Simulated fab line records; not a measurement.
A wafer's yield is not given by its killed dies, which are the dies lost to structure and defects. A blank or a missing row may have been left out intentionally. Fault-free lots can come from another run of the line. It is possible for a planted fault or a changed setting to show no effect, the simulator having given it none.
A struck lot beside a sound one ; flow nandHarc ; 15 steps out of a route of 1302
Sound: these wafers, L106.2, L106.4, L106.6. The struck wafers were L104.2, L104.3, L104.6. Last of all comes the cause.
Each step with rows lists, per side, the tool, then ch with its chambers, then its first start. Under that, the readings that differ: sound wafers ; struck wafers ; difference of the means ; sigmas: that difference in standard deviations of wafers without a fault.
alike: words and numbers the same on both sides, and readings whose means are apart by under 2 such deviations; not compared: readings that were withheld, readings missing a value for some wafer, numbers with overlapping values and no deviation given by the record, and bounds like >300 which may hide the same value.
The two part at a step that has a row with sigmas, a row that says differs or no value, or rows on one side only. When numbers do not overlap yet have no deviation, they are printed without sigmas and do not part them. Lack of a reading on every wafer of one side parts them only where that side has two or more wafers.

first, 4 steps without rows for these wafers: NHARC_P_M1_EBR_05; NHARC_P_M1_EXPOSE_06 (exposes mask P M1, target cd 130 nm); NHARC_P_M1_PEB_07 (peb time 65 s); NHARC_P_M1_DEVELOP_08 (develop time 35 s).
NHARC_P_M1_CD_MEAS_09 targets a cd of 130 nm.
  sound on cdSem-01 ch 0, day 13 12:48; struck on cdSem-01 ch 0, day 13 03:35
  alike: cdNm
NHARC_P_M1_OVL_MEAS_10: pitch 260 nm.
  sound on overlay-02, day 13 12:53; struck on overlay-01, day 13 03:41
  alike: overlayXNm, overlayYNm
NHARC_P_M1_INSPECT_11:
  sound on defectInspect-01, day 13 12:55; struck on defectInspect-02, day 13 03:43
  alike: rawDefectCount
NHARC_P_M1_DESCUM_14: chemistry O2, time 3 s.
  sound on rieDiel-04 ch 0,2, day 13 12:59; struck on rieDiel-07 ch 1,2,3, day 13 03:47
  alike: chamberPressureMTorr, drypumpMotorCurrentA, oesProductAu, rfVppV, showerheadPlenumPTorr, throttleValvePct
  not compared: rfHoursCounterH
NHARC_P_M1_ETCH_35: etches the open film in N2/H2, target depth 40 nm, overetch 12 nm, time 43.94 s.
  sound on rieDiel-04 ch 0,1,3, day 13 13:04; struck on rieDiel-07 ch 1,2,3, day 13 03:52
  alike: chamberPressureMTorr, drypumpMotorCurrentA, h2FlowSccm, oesProductAu, rfVppV, runLengthS, showerheadPlenumPTorr, throttleValvePct
  not compared: rfHoursCounterH
NHARC_P_M1_ETCH_15: etches the open film in C4F8/Ar, target depth 182.5 nm, time 91.2 s.
  sound on rieDiel-04 ch 1,2; struck on rieDiel-07 ch 2,3
  alike: chamberPressureMTorr, oesProductAu, rfVppV, runLengthS
  not compared: rfHoursCounterH
NHARC_P_M1_CD_MEAS_16:
  sound on cdSem-01, day 13 13:17; struck on cdSem-03, day 13 04:05
  alike: cdNm
NHARC_P_M1_STRIP_18: strips in N2/H2.
  sound on rieDiel-13 ch 0,2,3, day 13 13:23; struck on rieDiel-04 ch 0,2,3, day 13 04:09
  alike: chamberPressureMTorr, drypumpMotorCurrentA, h2FlowSccm, oesProductAu, rfVppV, showerheadPlenumPTorr, throttleValvePct
  not compared: rfHoursCounterH
NHARC_P_M1_ETCH_28: etches the open film in CF4/N2, target depth 30 nm, time 72.99 s.
  sound on rieDiel-13 ch 0,2,3, day 13 13:36; struck on rieDiel-04 ch 0,3, day 13 04:26
reading;sound;struck;difference;sigmas
runLengthS (s);95.1 94.2 94.2;74.4 75.6 75.6;-19.3;-36
  alike: chamberPressureMTorr, drypumpMotorCurrentA, oesProductAu, rfVppV, showerheadPlenumPTorr, throttleValvePct
  not compared: rfHoursCounterH
then, 1 step without rows for these wafers: NHARC_P_M1_STRIP_19 (strips in post etch residue remover, time 600 s).
-- jump in the record: it breaks off in module P_M1 and resumes in module END (first step shown: number 1302 of the route), and 18 days separate the struck wafers' starts before and after --
NHARC_END_SORT_01:
  sound on prober-02 ch 0, day 31 21:36; struck on prober-01 ch 0, day 31 13:44
reading;sound;struck;difference;sigmas
killedAtArray;75 68 71;37 35 32;-37;-2
killedAtPeriphery;3 5 1;3 23 7;+8;+3
killedOpen;6 9 3;2 1 3;-4;-2
sort_bin_4_pct (%);6.1 6.2 5.9;2.8 2.8 2.5;-3.4;-2
  alike: defectLimitedYield, killedAtOther, killedDies, killedShort, sort_bin_2_pct, sort_bin_3_pct, sortNPass, sortRimYieldPct, sortYieldPct

WHERE THEY PART
First at NHARC_P_M1_ETCH_28; last, within this record, at NHARC_END_SORT_01.

WHY: the cause the simulator had injected
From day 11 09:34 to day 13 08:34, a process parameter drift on rieDiel-04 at NHARC_P_M1_ETCH_28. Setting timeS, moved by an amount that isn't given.
